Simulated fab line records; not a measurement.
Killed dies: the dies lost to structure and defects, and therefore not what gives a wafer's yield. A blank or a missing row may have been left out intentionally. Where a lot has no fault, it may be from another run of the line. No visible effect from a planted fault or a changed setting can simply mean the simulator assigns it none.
fab line records	flow n5Finfet
record: lots: 24	wafers: 72	lastDay: 18
route steps=1938 shown SDB@358 HKMG_FIN@430 GATE_CUT@473
lots that met no fault: taken from a fault-free run of the same line
startH: hours from the record's opening day to when the first of the lot's shown wafers began	waitH: hours elapsed since this lot's preceding step	" unchanged from the row above	L1.1+2: a single row standing in for several wafers	- no value, or no start was given	* or withheld: withheld	< > ~ a bound
route shown NAME@n: NAME is a module with steps in the file, n the number in the route of the first one	usual: mean and standard deviation over wafers with no fault	same: alike in all rows	chamber/n: place in a boat	sites: readings site by site	_std_site: standard deviation across them	_edge_site: outer sites' mean less inner sites'	radiusMm: for every site, how far away it sits from the centre of the wafer	mask NAME#n: copy n	behind: tool/chamber where the wafer was last shaped	hold: what put the lot on hold/how long, in hours/how the hold closed	device: which transistor (n, p or np) failed to switch	end of line: tests run on the same wafers once the route is complete	where a step has no rows: the recipe by itself	killed: dies that structure and defects cost at the first sort, which is not the same as the wafer's yield	map: a wafer's dies, x killed, . not, _ none there
set.NAME: the setting that was run; set.NAME@STEP: the one run at that earlier step	model.NAME: the simulator's own value behind a step, which no gauge read
route steps across a sampled set of lots; one table per step, one row per wafer
services: from which hour (startH, from the record's first day; less than 0 if before it) a tool's chamber was out of use, for how many hours, and why
== steps ==
step: N5_SDB_INSPECT_13
recipe: mode: adi	inspectInstrument: brightfield
usual: rawDefectCount: 76/31
lot.wafer	tool	chamber	startH	waitH	rawDefectCount
L074.1	defectInspect-02	-	64.65	0.0	62
L074.4	"	-	"	"	79
L074.5	"	-	"	"	66
L075.2	defectInspect-02	-	69.67	0.0	110
L075.3	"	-	"	"	54
L075.6	"	-	"	"	118
L076.2	defectInspect-01	-	78.04	0.0	84
L076.4	"	-	"	"	46
L076.6	"	-	"	"	95
L077.2	defectInspect-02	-	85.62	0.0	63
L077.3	"	-	"	"	48
L077.5	"	-	"	"	103
L078.2	defectInspect-02	-	87.31	0.0	31
L078.3	"	-	"	"	40
L078.4	"	-	"	"	46
L079.1	defectInspect-01	-	95.27	0.0	63
L079.2	"	-	"	"	91
L079.5	"	-	"	"	35
L080.2	defectInspect-02	-	99.01	0.0	102
L080.3	"	-	"	"	68
L080.4	"	-	"	"	86
L081.3	defectInspect-02	-	108.68	0.0	136
L081.4	"	-	"	"	110
L081.6	"	-	"	"	155
L082.1	defectInspect-01	-	119.04	0.0	51
L082.5	"	-	"	"	90
L082.6	"	-	"	"	92
L083.2	defectInspect-02	-	121.33	0.0	121
L083.4	"	-	"	"	103
L083.5	"	-	"	"	125
L084.1	defectInspect-01	-	126.49	0.0	49
L084.5	"	-	"	"	47
L084.6	"	-	"	"	27
L085.2	defectInspect-01	-	133.42	0.0	67
L085.3	"	-	"	"	66
L085.4	"	-	"	"	123
L086.1	defectInspect-02	-	139.32	0.0	61
L086.5	"	-	"	"	72
L086.6	"	-	"	"	102
L087.2	defectInspect-02	-	142.63	0.0	98
L087.4	"	-	"	"	94
L087.6	"	-	"	"	54
L088.1	defectInspect-01	-	148.89	0.0	29
L088.3	"	-	"	"	36
L088.5	"	-	"	"	35
L089.1	defectInspect-02	-	156.65	0.0	63
L089.2	"	-	"	"	55
L089.3	"	-	"	"	29
L090.2	defectInspect-02	-	160.91	0.0	90
L090.3	"	-	"	"	55
L090.4	"	-	"	"	40
L091.2	defectInspect-02	-	169.85	0.0	72
L091.3	"	-	"	"	104
L091.5	"	-	"	"	85
L092.2	defectInspect-02	-	171.97	0.0	67
L092.4	"	-	"	"	110
L092.6	"	-	"	"	72
L093.1	defectInspect-01	-	178.62	0.0	65
L093.2	"	-	"	"	59
L093.5	"	-	"	"	36
L094.2	defectInspect-01	-	184.31	0.0	86
L094.3	"	-	"	"	81
L094.4	"	-	"	"	96
L095.1	defectInspect-02	-	191.27	0.0	67
L095.3	"	-	"	"	151
L095.5	"	-	"	"	85
L096.1	defectInspect-02	-	199.23	0.0	69
L096.3	"	-	"	"	78
L096.5	"	-	"	"	66
L097.2	defectInspect-01	-	202.55	0.0	49
L097.3	"	-	"	"	58
L097.5	"	-	"	"	47
step: N5_SDB_DESCUM_16
recipe: chemistry: O2	timeS: 7.9	sourcePowerW: 50	biasPowerW: 20	pressureMtorr: 20	rfFrequencyHz: 2.712e+07	tempC: 40	resist: CAR-ArF	o2FlowSccm: 225
usual: biasPowerW: 20.01/0.059	drypumpMotorCurrentA: 6.0/0.39	oesProductAu: 0.77/0.089	rfVppV: 243.1/1.2	showerheadPlenumPTorr: 2.09/0.052	throttleValvePct: 20.53/0.29
lot.wafer	tool	chamber	startH	waitH	biasPowerW	drypumpMotorCurrentA	oesProductAu	rfHoursCounterH	rfVppV	showerheadPlenumPTorr	throttleValvePct
L074.1	rieDiel-03	0	64.68	0.0	19.97	5.7	0.92	23	242.3	2.13	20.56
L074.4	"	1	"	"	20.01	6.5	0.68	228	242.3	2.06	20.90
L074.5	"	1	"	"	19.96	6.5	0.69	-	242.8	2.06	20.91
L075.2	rieDiel-05	2	69.71	0.0	20.08	6.3	0.86	41	240.9	2.04	20.11
L075.3	"	0	"	"	19.98	6.0	0.90	33	242.6	2.04	20.08
L075.6	"	2	"	"	20.11	6.3	0.86	-	242.2	2.04	20.10
L076.2	rieDiel-05	1	78.08	0.0	20.16	6.2	0.71	216	242.9	2.07	20.78
L076.4	"	3	"	"	20.06	6.2	0.74	174	244.8	2.17	20.73
L076.6	"	2	"	"	20.11	6.3	0.86	-	241.9	2.04	20.11
L077.2	rieDiel-03	2	85.83	0.2	19.95	5.5	0.71	193	245.8	2.15	20.83
L077.3	"	1	"	"	20.07	6.5	0.68	236	242.3	2.06	20.90
L077.5	"	2	"	"	20.01	5.5	0.71	-	244.8	2.15	20.84
L078.2	rieDiel-04	0	87.34	0.0	19.94	5.4	0.69	218	245.4	2.16	20.43
L078.3	"	2	"	"	20.06	5.3	0.68	231	243.3	2.05	20.26
L078.4	"	1	"	"	19.86	6.0	0.73	151	243.8	2.10	20.39
L079.1	rieDiel-03	1	95.30	0.0	20.00	6.5	0.67	239	244.1	2.06	20.93
L079.2	"	0	"	"	19.94	5.7	0.90	32	243.2	2.13	20.56
L079.5	"	0	"	"	19.99	5.7	0.90	-	242.5	2.13	20.57
L080.2	rieDiel-05	1	99.04	0.0	20.01	6.2	0.70	223	243.7	2.07	20.79
L080.3	"	2	"	"	20.07	6.3	0.84	52	243.4	2.04	20.11
L080.4	"	3	"	"	20.03	6.2	0.73	183	244.1	2.17	20.75
L081.3	rieDiel-03	3	108.71	0.0	20.03	6.4	0.84	80	244.1	2.12	20.27
L081.4	"	0	"	"	20.03	5.8	0.89	38	243.5	2.13	20.59
L081.6	"	2	"	"	20.01	5.4	0.70	-	243.1	2.15	20.84
L082.1	rieDiel-03	0	119.08	0.0	19.96	5.7	0.88	42	244.5	2.13	20.59
L082.5	"	2	"	"	19.98	5.5	0.71	-	244.6	2.15	20.87
L082.6	"	1	"	"	19.99	6.5	0.67	-	242.3	2.06	20.93
L083.2	rieDiel-04	0	121.37	0.0	19.97	5.4	0.68	230	243.2	2.16	20.46
L083.4	"	2	"	"	20.08	5.3	0.68	241	242.6	2.05	20.30
L083.5	"	0	"	"	19.99	5.4	0.68	-	243.2	2.16	20.46
L084.1	rieDiel-04	0	126.65	0.2	19.89	5.4	0.68	232	244.9	2.16	20.45
L084.5	"	2	"	"	20.12	5.3	0.67	-	243.7	2.05	20.29
L084.6	"	3	"	"	19.97	6.3	0.67	-	241.4	1.98	20.87
L085.2	rieDiel-03	3	133.45	0.0	20.11	6.3	0.83	89	243.5	2.11	20.27
L085.3	"	0	"	"	20.11	5.7	0.87	48	243.6	2.12	20.61
L085.4	"	3	"	"	19.94	6.3	0.83	-	243.1	2.11	20.26
L086.1	rieDiel-05	0	139.35	0.0	20.01	6.1	0.86	58	240.7	2.04	20.10
L086.5	"	0	"	"	20.02	6.1	0.85	-	241.4	2.04	20.11
L086.6	"	1	"	"	20.04	6.2	0.69	-	242.9	2.07	20.82
L087.2	rieDiel-05	1	142.83	0.2	19.97	6.2	0.69	238	242.9	2.07	20.81
L087.4	"	2	"	"	19.99	6.3	0.82	65	242.4	2.03	20.14
L087.6	"	2	"	"	19.93	6.3	0.83	-	242.9	2.03	20.12
L088.1	rieDiel-04	0	149.14	0.2	19.90	5.4	0.68	243	244.5	2.15	20.49
L088.3	"	2	"	"	20.06	5.3	0.68	255	241.8	2.04	20.30
L088.5	"	1	"	"	19.98	6.1	0.71	-	241.9	2.09	20.43
L089.1	rieDiel-05	3	156.69	0.0	19.94	6.2	0.72	202	245.5	2.16	20.78
L089.2	"	2	"	"	20.01	6.3	0.81	71	241.2	2.03	20.15
L089.3	"	1	"	"	19.96	6.2	0.68	244	243.1	2.06	20.82
L090.2	rieDiel-05	1	160.94	0.0	20.05	6.2	0.67	245	243.4	2.06	20.81
L090.3	"	3	"	"	20.03	6.2	0.71	203	244.1	2.16	20.78
L090.4	"	0	"	"	19.96	6.0	0.84	66	240.8	2.03	20.12
L091.2	rieDiel-03	2	169.89	0.0	20.02	5.5	0.68	224	243.3	2.14	20.88
L091.3	"	0	"	"	19.96	5.8	0.85	62	244.7	2.12	20.63
L091.5	"	2	"	"	19.99	5.5	0.68	-	243.5	2.14	20.89
L092.2	rieDiel-04	0	172.00	0.0	20.10	5.4	0.66	251	243.8	2.15	20.47
L092.4	"	0	"	"	20.06	5.4	0.66	-	245.1	2.15	20.49
L092.6	"	3	"	"	19.93	6.3	0.66	-	239.8	1.98	20.91
L093.1	rieDiel-03	1	178.74	0.1	19.94	6.5	0.93	10	242.4	2.05	20.57
L093.2	"	3	"	"	20.01	6.3	0.81	106	244.7	2.11	20.30
L093.5	"	1	"	"	19.98	6.5	0.93	-	242.7	2.05	20.59
L094.2	rieDiel-05	3	184.91	0.6	19.92	6.2	0.71	214	243.7	2.16	20.82
L094.3	"	0	"	"	19.97	6.0	0.84	76	243.0	2.03	20.12
L094.4	"	0	"	"	19.99	6.1	0.84	-	242.3	2.03	20.15
L095.1	rieDiel-03	2	191.30	0.0	20.10	5.5	0.68	232	243.8	2.14	20.89
L095.3	"	3	"	"	20.06	6.3	0.81	111	243.8	2.11	20.31
L095.5	"	2	"	"	20.04	5.5	0.68	-	241.6	2.14	20.89
L096.1	rieDiel-04	1	199.26	0.0	19.94	6.0	0.69	199	242.4	2.08	20.47
L096.3	"	2	"	"	20.05	5.3	0.94	11	242.1	2.04	19.95
L096.5	"	1	"	"	19.97	6.0	0.70	-	242.6	2.08	20.46
L097.2	rieDiel-03	1	202.59	0.0	20.17	6.5	0.92	18	243.1	2.05	20.61
L097.3	"	3	"	"	19.98	6.3	0.80	116	244.5	2.10	20.32
L097.5	"	0	"	"	20.00	5.7	0.83	-	242.1	2.11	20.64
step: N5_SDB_ETCH_25
recipe: chemistry: C4F6/O2	target: SiO2	targetDepthA: 100	timeS: 3.3	ionEnergyEv: 250	maskMaterial: SiNx	pressureMtorr: 30	sourceW: 345	biasW: 185	Ar_flow_sccm: 300	C4F6_flow_sccm: 10	O2_flow_sccm: 10
usual: biasW: 185.0/0.64	drypumpMotorCurrentA: 6.0/0.38	oesProductAu: 0.77/0.094	rfVppV: 668/8.4	showerheadPlenumPTorr: 2.84/0.07	throttleValvePct: 21.26/0.27
lot.wafer	tool	chamber	startH	waitH	biasW	drypumpMotorCurrentA	oesProductAu	rfHoursCounterH	rfVppV	showerheadPlenumPTorr	throttleValvePct
L074.1	rieDiel-03	1	65.21	0.0	185.4	6.5	0.68	228	671	2.81	21.61
L074.4	"	0	"	"	185.8	5.7	0.92	23	660	2.90	21.30
L074.5	"	1	"	"	185.4	6.5	0.67	-	670	2.81	21.65
L075.2	rieDiel-03	2	70.78	0.6	184.4	5.5	0.72	188	677	2.94	21.64
L075.3	"	1	"	"	185.1	6.5	0.67	231	670	2.81	21.62
L075.6	"	1	"	"	185.2	6.5	0.68	-	669	2.81	21.64
L076.2	rieDiel-04	3	78.61	0.0	184.9	6.3	0.69	220	655	2.71	21.53
L076.4	"	0	"	"	184.0	5.4	0.69	215	678	2.94	21.17
L076.6	"	1	"	"	185.7	6.0	0.74	-	662	2.84	21.08
L077.2	rieDiel-05	2	86.36	0.0	185.4	6.3	0.86	47	654	2.79	20.92
L077.3	"	1	"	"	184.7	6.2	0.70	219	673	2.82	21.50
L077.5	"	3	"	"	184.4	6.2	0.72	-	680	2.95	21.51
L078.2	rieDiel-03	0	87.88	0.0	185.2	5.8	0.90	30	660	2.89	21.32
L078.3	"	1	"	"	185.3	6.5	0.67	236	670	2.80	21.65
L078.4	"	3	"	"	185.2	6.4	0.84	74	673	2.88	21.00
L079.1	rieDiel-03	3	96.34	0.5	185.7	6.3	0.84	76	673	2.88	21.00
L079.2	"	0	"	"	184.9	5.8	0.90	33	660	2.89	21.31
L079.5	"	1	"	"	185.8	6.5	0.67	-	669	2.80	21.63
L080.2	rieDiel-03	3	99.90	0.4	186.2	6.3	0.85	77	674	2.88	21.01
L080.3	"	0	"	"	186.1	5.7	0.89	35	661	2.89	21.30
L080.4	"	2	"	"	185.6	5.5	0.71	198	680	2.94	21.64
L081.3	rieDiel-04	3	109.24	0.0	185.7	6.3	0.68	230	657	2.70	21.54
L081.4	"	1	"	"	185.6	6.0	0.72	158	661	2.84	21.11
L081.6	"	2	"	"	184.8	5.4	0.68	-	655	2.81	21.14
L082.1	rieDiel-05	3	119.60	0.0	184.6	6.2	0.72	189	678	2.94	21.53
L082.5	"	0	"	"	185.6	6.1	0.86	-	670	2.78	20.90
L082.6	"	3	"	"	184.9	6.2	0.72	-	678	2.94	21.53
L083.2	rieDiel-05	1	121.92	0.0	184.6	6.2	0.69	230	672	2.81	21.52
L083.4	"	2	"	"	185.8	6.3	0.84	58	654	2.78	20.92
L083.5	"	2	"	"	184.6	6.3	0.84	-	654	2.78	20.91
L084.1	rieDiel-03	3	127.20	0.1	185.7	6.4	0.83	87	673	2.88	21.03
L084.5	"	3	"	"	184.8	6.3	0.83	-	674	2.88	21.04
L084.6	"	2	"	"	184.6	5.5	0.70	-	678	2.93	21.68
L085.2	rieDiel-04	0	134.27	0.3	185.4	5.4	0.68	237	674	2.93	21.19
L085.3	"	1	"	"	185.4	6.0	0.72	169	662	2.84	21.11
L085.4	"	1	"	"	184.7	6.0	0.71	-	662	2.84	21.12
L086.1	rieDiel-05	3	139.93	0.1	184.5	6.2	0.72	195	678	2.94	21.54
L086.5	"	3	"	"	184.3	6.2	0.72	-	679	2.94	21.55
L086.6	"	0	"	"	185.8	6.1	0.86	-	669	2.78	20.90
L087.2	rieDiel-05	3	143.74	0.4	185.2	6.2	0.73	196	678	2.94	21.55
L087.4	"	1	"	"	185.7	6.2	0.68	238	672	2.81	21.53
L087.6	"	1	"	"	186.6	6.2	0.69	-	669	2.81	21.52
L088.1	rieDiel-05	1	149.77	0.1	185.1	6.2	0.68	242	671	2.81	21.52
L088.3	"	2	"	"	185.1	6.3	0.82	68	655	2.78	20.92
L088.5	"	0	"	"	184.8	6.0	0.85	-	670	2.78	20.91
L089.1	rieDiel-04	3	157.21	0.0	184.8	6.3	0.68	241	655	2.70	21.58
L089.2	"	0	"	"	185.1	5.4	0.67	247	674	2.92	21.22
L089.3	"	1	"	"	185.6	6.0	0.71	180	663	2.83	21.12
L090.2	rieDiel-04	3	161.50	0.0	185.3	6.3	0.68	242	656	2.70	21.56
L090.3	"	0	"	"	184.4	5.4	0.67	248	675	2.92	21.21
L090.4	"	0	"	"	183.8	5.4	0.66	-	674	2.92	21.20
L091.2	rieDiel-04	3	170.42	0.0	185.0	6.3	0.66	246	655	2.69	21.56
L091.3	"	0	"	"	185.1	5.4	0.67	250	675	2.92	21.23
L091.5	"	3	"	"	185.3	6.4	0.67	-	655	2.69	21.60
L092.2	rieDiel-03	2	172.53	0.0	185.0	5.5	0.69	224	678	2.92	21.69
L092.4	"	3	"	"	184.9	6.4	0.81	104	674	2.87	21.05
L092.6	"	3	"	"	185.3	6.3	0.81	-	674	2.87	21.05
L093.1	rieDiel-03	3	179.28	0.0	185.2	6.3	0.81	106	673	2.87	21.07
L093.2	"	1	"	"	186.4	6.5	0.94	10	671	2.79	21.33
L093.5	"	0	"	"	185.8	5.8	0.85	-	661	2.88	21.35
L094.2	rieDiel-04	1	186.39	0.7	185.2	6.0	0.69	194	662	2.82	21.14
L094.3	"	2	"	"	184.9	5.4	0.96	6	655	2.80	20.80
L094.4	"	2	"	"	183.6	5.4	0.96	-	654	2.80	20.81
L095.1	rieDiel-04	0	191.83	0.0	183.8	5.4	1.01	1	674	2.92	20.86
L095.3	"	2	"	"	184.6	5.3	0.94	8	655	2.80	20.80
L095.5	"	1	"	"	184.0	6.0	0.70	-	663	2.82	21.15
L096.1	rieDiel-03	1	199.79	0.0	185.6	6.5	0.91	17	668	2.79	21.34
L096.3	"	0	"	"	185.0	5.8	0.84	72	660	2.87	21.37
L096.5	"	0	"	"	185.4	5.8	0.84	-	660	2.87	21.38
L097.2	rieDiel-05	2	203.12	0.0	185.2	6.3	0.80	91	655	2.77	20.96
L097.3	"	1	"	"	184.6	6.2	0.95	2	673	2.80	21.20
L097.5	"	1	"	"	184.3	6.2	0.95	-	673	2.80	21.19
step: N5_SDB_CMP_30
recipe: stopOn: poly-Si	tOverpolishS: 1.54	postCmpClean: alkalineBrush	downForcePsi: 4.1491	platenRpm: 51.796	padVelocityMS: 1.0306	targetThkNm: 30
usual: motorCurrentA: 12.4/1.5	overpolishRunS: 1.540/0.0096	timeToEndpointS: 17.6/2.1
lot.wafer	tool	chamber	startH	waitH	motorCurrentA	overpolishRunS	timeToEndpointS
L074.4	cmp-02	1	68.21	1.4	13.2	1.544	18.8
L074.1	"	0	"	"	12.0	1.538	16.8
L074.5	"	2	"	"	15.7	1.548	20.3
L075.2	cmp-02	3	73.86	1.4	12.7	1.531	21.9
L075.3	"	0	"	"	11.6	1.550	17.9
L075.6	"	2	"	"	15.1	1.551	22.8
L076.2	cmp-01	1	81.97	1.4	9.8	1.543	14.5
L076.4	"	3	"	"	14.0	1.541	18.8
L076.6	"	1	"	"	9.9	1.554	15.3
L077.2	cmp-01	0	89.37	1.4	10.4	1.531	16.8
L077.3	"	2	"	"	11.6	1.545	18.0
L077.5	"	0	"	"	10.6	1.559	17.6
L078.2	cmp-02	2	90.88	1.4	15.4	1.535	17.0
L078.4	"	3	"	"	13.2	1.540	18.6
L078.3	"	0	"	"	11.6	1.537	15.3
L079.1	cmp-02	1	99.60	1.5	12.8	1.545	16.3
L079.2	"	2	"	"	15.9	1.533	17.3
L079.5	"	0	"	"	12.3	1.563	15.8
L080.4	cmp-01	3	102.90	0.0	13.3	1.533	20.3
L080.3	"	1	"	"	9.9	1.541	19.1
L080.2	"	2	"	"	11.8	1.557	17.6
L081.3	cmp-01	1	112.24	1.4	9.7	1.549	18.9
L081.4	"	3	"	"	13.0	1.537	19.6
L081.6	"	2	"	"	11.6	1.536	21.1
L082.1	cmp-03	3	122.60	1.4	12.2	1.526	18.1
L082.6	"	3	"	"	13.2	1.530	17.4
L082.5	"	0	"	"	12.9	1.517	20.5
L083.4	cmp-01	2	125.31	1.4	11.5	1.542	16.0
L083.2	"	3	"	"	13.8	1.567	18.6
L083.5	"	2	"	"	11.0	1.537	18.0
L084.1	cmp-01	3	130.20	1.4	13.3	1.539	18.1
L084.5	"	3	"	"	12.9	1.531	17.8
L084.6	"	0	"	"	10.1	1.567	18.1
L085.2	cmp-01	3	137.29	1.4	13.6	1.538	19.3
L085.4	"	1	"	"	10.0	1.534	18.1
L085.3	"	2	"	"	11.8	1.521	17.0
L086.1	cmp-02	3	144.42	1.5	12.8	1.553	14.9
L086.5	"	0	"	"	13.1	1.531	13.4
L086.6	"	1	"	"	13.0	1.536	16.9
L087.2	cmp-02	3	146.77	1.4	12.4	1.545	19.1
L087.4	"	0	"	"	11.7	1.551	16.0
L087.6	"	2	"	"	14.8	1.542	16.5
L088.3	cmp-01	3	153.55	1.4	13.1	1.537	17.7
L088.1	"	1	"	"	9.9	1.541	16.9
L088.5	"	3	"	"	13.8	1.538	19.1
L089.1	cmp-01	3	160.21	1.4	13.6	1.543	18.2
L089.3	"	0	"	"	10.4	1.565	15.7
L089.2	"	1	"	"	10.1	1.538	16.8
L090.2	cmp-01	2	164.52	1.4	11.6	1.544	14.9
L090.3	"	0	"	"	11.3	1.545	14.4
L090.4	"	1	"	"	10.4	1.532	14.1
L091.2	cmp-02	1	173.45	1.4	13.6	1.529	19.8
L091.3	"	3	"	"	11.5	1.536	16.7
L091.5	"	1	"	"	13.1	1.532	20.4
L092.4	cmp-02	2	176.16	0.1	15.4	1.522	15.7
L092.2	"	0	"	"	12.1	1.545	15.8
L092.6	"	2	"	"	15.0	1.537	15.4
L093.2	cmp-02	2	182.37	1.5	15.7	1.550	14.3
L093.1	"	3	"	"	12.5	1.541	15.7
L093.5	"	0	"	"	12.4	1.551	15.4
L094.3	cmp-01	3	189.49	1.4	13.6	1.558	16.6
L094.2	"	0	"	"	10.6	1.538	16.0
L094.4	"	2	"	"	11.3	1.538	14.9
L095.3	cmp-02	0	194.87	1.4	11.8	1.540	18.9
L095.1	"	1	"	"	13.2	1.542	17.1
L095.5	"	3	"	"	12.4	1.538	19.9
L096.3	cmp-02	2	202.89	1.5	14.7	1.554	18.5
L096.1	"	3	"	"	13.6	1.539	17.3
L096.5	"	1	"	"	13.2	1.540	21.4
L097.2	cmp-02	0	206.12	1.4	12.2	1.537	15.0
L097.3	"	2	"	"	15.0	1.534	16.1
L097.5	"	0	"	"	12.1	1.558	16.8
step: N5_HKMG_FIN_CD_MEAS_12
recipe: targetCdNm: 92.8	landingEnergyEv: 500	detector: seInlens
usual: cdNm: 92.9/0.54
lot.wafer	tool	chamber	startH	waitH	cdNm
L074.1	cdSem-03	0	73.98	-	92.8
L074.4	"	0	"	"	93.9
L074.5	"	0	"	"	93.8
L075.2	cdSem-01	0	79.40	-	92.5
L075.3	"	0	"	"	92.9
L075.6	"	0	"	"	93.1
L076.2	cdSem-01	0	87.40	-	92.7
L076.4	"	0	"	"	93.1
L076.6	"	0	"	"	92.9
L077.2	cdSem-01	0	94.48	-	92.5
L077.3	"	0	"	"	92.4
L077.5	"	0	"	"	92.5
L078.2	cdSem-01	0	95.96	-	92.3
L078.3	"	0	"	"	92.3
L078.4	"	0	"	"	92.2
L079.1	cdSem-01	0	104.66	-	93.3
L079.2	"	0	"	"	93.3
L079.5	"	0	"	"	93.3
L080.2	cdSem-03	0	108.36	-	92.6
L080.3	"	0	"	"	92.9
L080.4	"	0	"	"	92.3
L081.3	cdSem-03	0	117.49	-	92.8
L081.4	"	0	"	"	92.3
L081.6	"	0	"	"	92.8
L082.1	cdSem-03	0	127.97	-	93.0
L082.5	"	0	"	"	92.9
L082.6	"	0	"	"	92.8
L083.2	cdSem-02	0	130.73	-	93.4
L083.4	"	0	"	"	93.0
L083.5	"	0	"	"	93.3
L084.1	cdSem-01	0	135.69	-	93.6
L084.5	"	0	"	"	92.3
L084.6	"	0	"	"	93.0
L085.2	cdSem-01	0	142.39	-	93.6
L085.3	"	0	"	"	93.2
L085.4	"	0	"	"	93.7
L086.1	cdSem-03	0	149.89	-	93.3
L086.5	"	0	"	"	93.2
L086.6	"	0	"	"	93.3
L087.2	cdSem-02	0	152.11	-	92.9
L087.4	"	0	"	"	92.4
L087.6	"	0	"	"	92.8
L088.1	cdSem-03	0	158.90	-	93.2
L088.3	"	0	"	"	92.3
L088.5	"	0	"	"	93.1
L089.1	cdSem-02	0	165.46	-	93.2
L089.2	"	0	"	"	93.5
L089.3	"	0	"	"	93.0
L090.2	cdSem-01	0	170.50	-	93.1
L090.3	"	0	"	"	93.0
L090.4	"	0	"	"	93.1
L091.2	cdSem-02	0	178.72	-	92.7
L091.3	"	0	"	"	92.1
L091.5	"	0	"	"	92.3
L092.2	cdSem-02	0	181.43	-	93.1
L092.4	"	0	"	"	92.7
L092.6	"	0	"	"	92.9
L093.1	cdSem-03	0	188.10	-	93.0
L093.2	"	0	"	"	92.9
L093.5	"	0	"	"	92.9
L094.2	cdSem-02	0	195.18	-	92.2
L094.3	"	0	"	"	92.6
L094.4	"	0	"	"	91.9
L095.1	cdSem-01	0	200.32	-	93.8
L095.3	"	0	"	"	93.3
L095.5	"	0	"	"	93.9
L096.1	cdSem-02	0	208.23	-	93.3
L096.3	"	0	"	"	93.1
L096.5	"	0	"	"	93.2
L097.2	cdSem-02	0	211.77	-	93.4
L097.3	"	0	"	"	93.4
L097.5	"	0	"	"	93.9
step: N5_GATE_CUT_SAC_CAP_01
recipe: material: SiNx	targetThkA: 240	tempC: 400	aldPrecursorFamily: SiH2I2	aldCoReactant: N2/H2-plasma	pulseTimeS: 1	aldCycles: 480	purgeTimeS: 2	coReactantPurgeTimeS: 2	pressureTorr: 2
usual: heaterPowerOuterW: 533/58	heaterPowerW: 868/86	precursorPulseHeightRel: 0.999/0.02
same: aldCycles: 480
lot.wafer	tool	chamber	startH	waitH	heaterPowerOuterW	heaterPowerW	precursorPulseHeightRel	sinceWetCleanH
L074.1	aldSin-04	1	79.34	0.1	575	928	1.005	177
L074.4	"	2	"	"	525	884	1.007	177
L074.5	"	3	80.43	1.1	429	682	0.994	-
L075.2	aldSin-04	1	84.56	0.0	575	929	1.028	182
L075.3	"	2	"	"	521	865	1.001	182
L075.6	"	2	85.65	1.1	526	875	0.998	-
L076.2	aldSin-04	1	92.69	0.2	582	920	0.987	190
L076.4	"	3	"	"	428	700	1.002	190
L076.6	"	3	93.77	1.3	432	701	1.021	-
L077.2	aldSin-04	3	99.89	0.2	420	693	1.008	197
L077.3	"	2	"	"	530	868	0.987	197
L077.5	"	1	100.98	1.3	596	929	1.009	-
L078.2	aldSin-03	3	102.30	0.9	548	900	0.989	3
L078.3	"	0	"	"	464	825	0.990	3
L078.4	"	1	"	"	604	1009	0.954	3
L079.1	aldSin-04	3	110.09	0.3	426	692	0.952	208
L079.2	"	0	"	"	494	827	0.945	208
L079.5	"	3	111.18	1.4	428	672	0.960	-
L080.2	aldSin-03	3	113.62	0.0	557	914	0.999	14
L080.3	"	1	"	"	605	981	0.991	14
L080.4	"	2	"	"	538	842	1.010	14
L081.3	aldSin-04	2	123.70	0.0	513	877	0.991	221
L081.4	"	1	124.79	1.1	576	914	0.975	-
L081.6	"	2	"	"	517	869	0.983	-
L082.1	aldSin-03	0	133.29	0.0	470	834	0.981	34
L082.5	"	0	134.37	1.1	473	825	1.005	-
L082.6	"	1	"	"	614	1040	1.018	-
L083.2	aldSin-04	0	136.11	0.0	484	816	0.960	234
L083.4	"	1	137.20	1.1	579	934	0.990	-
L083.5	"	0	"	"	478	836	0.991	-
L084.1	aldSin-03	2	141.54	0.7	532	847	0.985	42
L084.5	"	2	142.62	1.7	537	818	0.988	-
L084.6	"	3	"	"	548	919	0.997	-
L085.2	aldSin-03	1	147.61	0.0	605	1031	1.011	48
L085.3	"	3	"	"	543	909	0.996	48
L085.4	"	0	"	"	468	842	1.020	48
L086.1	aldSin-04	0	155.65	0.0	490	815	0.993	253
L086.5	"	1	156.73	1.1	579	927	1.027	-
L086.6	"	2	"	"	526	865	0.985	-
L087.2	aldSin-03	3	157.50	0.0	551	899	1.014	58
L087.4	"	1	"	"	605	1013	1.003	58
L087.6	"	1	158.58	1.1	589	998	0.995	-
L088.1	aldSin-01	1	165.06	0.0	558	814	1.001	355
L088.3	"	2	"	"	530	900	1.027	355
L088.5	"	1	166.15	1.1	554	829	1.024	-
L089.1	aldSin-01	1	170.66	0.0	555	830	1.053	360
L089.2	"	2	"	"	545	913	1.028	360
L089.3	"	3	"	"	676	988	0.982	360
L090.2	aldSin-04	2	176.09	0.4	517	866	1.016	274
L090.3	"	1	"	"	578	926	0.958	274
L090.4	"	3	"	"	431	691	0.961	274
L091.2	aldSin-04	0	184.48	0.5	476	810	1.012	282
L091.3	"	2	"	"	508	878	0.983	282
L091.5	"	1	185.57	1.6	578	964	0.968	-
L092.2	aldSin-03	1	187.03	0.0	599	989	1.014	87
L092.4	"	0	"	"	479	837	1.002	87
L092.6	"	0	188.12	1.1	464	793	0.992	-
L093.1	aldSin-01	3	193.45	0.0	622	943	0.966	2
L093.2	"	0	"	"	537	842	0.991	2
L093.5	"	2	194.53	1.1	562	899	0.993	-
L094.2	aldSin-04	1	200.32	0.0	595	929	1.014	298
L094.3	"	0	"	"	478	845	1.002	298
L094.4	"	2	"	"	522	909	0.985	298
L095.1	aldSin-01	3	205.77	0.3	632	928	0.974	15
L095.3	"	0	"	"	543	853	1.003	15
L095.5	"	2	206.85	1.4	558	895	1.014	-
L096.1	aldSin-03	3	213.69	0.0	550	936	1.013	114
L096.3	"	1	"	"	616	1022	0.992	114
L096.5	"	2	214.78	1.1	565	835	0.999	-
L097.2	aldSin-01	2	217.23	0.0	545	870	1.032	26
L097.3	"	1	"	"	526	787	1.006	26
L097.5	"	2	218.32	1.1	542	908	1.011	-
== services ==
tool	chamber	startH	hours	kind
cmp-01	-	69.00	8.9	pm
aldSin-03	-	86.27	14.0	pm
aldSin-04	-	87.09	0.4	repair
cmp-01	-	90.16	0.3	repair
aldSin-01	-	91.38	0.8	pm
rieDiel-04	-	94.95	0.9	repair
aldSin-04	-	103.29	4.3	pm
cmp-01	-	107.33	3.7	repair
aldSin-03	-	126.31	2.5	repair
cmp-02	-	126.50	6.1	repair
cmp-03	-	126.99	4.0	pm
cmp-03	-	132.59	14.3	pm
aldSin-04	2	133.92	6.5	repair
aldSin-01	3	144.39	2.6	repair
cmp-02	-	147.75	2.2	repair
aldSin-04	-	148.08	6.1	pm
rieDiel-04	0	154.52	2.4	repair
rieDiel-04	0	161.59	5.3	repair
rieDiel-03	1	165.50	5.0	repair
aldSin-04	1	167.78	6.5	repair
aldSin-01	-	177.73	14.0	pm
cmp-01	-	199.18	4.0	pm
rieDiel-05	3	202.56	13.1	repair
aldSin-03	2	216.08	16.4	repair
== key ==
fault none
